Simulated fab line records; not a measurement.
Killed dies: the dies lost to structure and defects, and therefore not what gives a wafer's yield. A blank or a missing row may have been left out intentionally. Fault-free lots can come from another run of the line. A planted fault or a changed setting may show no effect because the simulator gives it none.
Matching of chambers -- flow n5 finfet -- N5_BEOL_M8_DEP_56 on pecvd-03 has 3 sister chambers
The step deposits SiCN from 3MS/NH3, target thk 10 nm, time 17.5 s. 3 wafers are shown with their chamber, then 9 later ones without.

## WAFERS PAIRED WITH THEIR CHAMBERS
wafer,chamber,throttle valve pct (%)
L080.5,2,8.3
L086.3,1,8.9
L086.4,0,10.2

## WAFERS WITHOUT THEIR CHAMBER
wafer,throttle valve pct (%)
L090.1,9.1
L090.4,10.0
L090.5,9.1
L092.1,8.8
L092.4,8.0
L092.5,10.1
L093.1,9.3
L093.4,8.3
L093.6,10.1

## WHICH CHAMBER EACH ONE RAN IN
wafer,from the rows above,in truth
L090.1,1,1
L090.4,0,0
L090.5,1,1
L092.1,can't be placed: 1 or 2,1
L092.4,2,2
L092.5,0,0
L093.1,1,1
L093.4,2,2
L093.6,0,0
Placed correctly: 8 of 9. Not placeable from these rows: 1 (in 1, the candidates include the true chamber). 0 placed wrongly.
How it was worked out, from the rows above alone: a wafer's distance from a chamber is the root of the sum, over the readings, of the square of ((its reading less the chamber's mean) divided by the reading's scatter). The wafer belongs to the nearest chamber; if the next one is less than 2 further off, it can't be placed. The mean given for a chamber averages the wafers shown for that chamber. The scatter: with one shown wafer a chamber, the root of the mean of the squares of how far each hidden wafer lies from its nearest shown one.
